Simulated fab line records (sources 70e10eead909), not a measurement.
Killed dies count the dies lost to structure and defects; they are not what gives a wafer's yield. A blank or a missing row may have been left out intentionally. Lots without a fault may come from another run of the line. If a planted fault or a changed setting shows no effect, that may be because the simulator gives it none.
Which of the tools did it? + flow nand-harc + 6 lots, 18 wafers sampled, at 2 steps of a route of 1159

## WHAT THE GAUGES SHOWED, per wafer
NHARC_END_SORT_01.
| lot  | measured     | on        | killed-at-other |
|------|--------------|-----------|-----------------|
| L719 | day 19 15:26 | prober-01 | 2 0 0           |
| L721 | day 20 00:17 | prober-01 | 0 0 0           |
| L723 | day 21 05:05 | prober-01 | 0 0 0           |
| L725 | day 21 12:56 | prober-01 | 1 0 0           |
| L734 | day 23 17:27 | prober-02 | 1 2 1           |
| L738 | day 23 22:55 | prober-02 | 0 0 0           |

## WHAT TOOL EACH LOT RAN ON (gives the tool, then ch and the chambers of the sampled wafers, and finally the start)
| lot  | NHARC_P_BONDPAD_PVD_17       |
|------|------------------------------|
| L719 | pvd-sputter-02, day 6 19:40  |
| L721 | pvd-sputter-01, day 7 10:38  |
| L723 | pvd-sputter-02, day 7 19:55  |
| L725 | pvd-sputter-02, day 8 08:28  |
| L734 | pvd-sputter-03, day 10 18:10 |
| L738 | pvd-sputter-02, day 11 10:33 |
- NHARC_P_BONDPAD_PVD_17: deposits TaN, target thk 5 nm, time 8.06 s.

## THE ANSWER, worked out from the rows above alone
Rule: what is usual is taken from the lots themselves. The widest of any qualifying gaps counts: lots, ordered by their means at a reading, are off when they make up no more than a third of the lots, leave a main group of 4 or more, and stand apart from it by 3 or more times the standard deviation of that group's means. If all means in a main group match to the digits the tables above print for the reading, that group is not used. A lot without any number at a reading at which 4 lots or more have one is off too. The other lots that the step has rows for count as sound.
No lot is off on any of the readings shown, so nothing can be concluded from this.

## WHAT THE SIMULATOR HAD PUT IN
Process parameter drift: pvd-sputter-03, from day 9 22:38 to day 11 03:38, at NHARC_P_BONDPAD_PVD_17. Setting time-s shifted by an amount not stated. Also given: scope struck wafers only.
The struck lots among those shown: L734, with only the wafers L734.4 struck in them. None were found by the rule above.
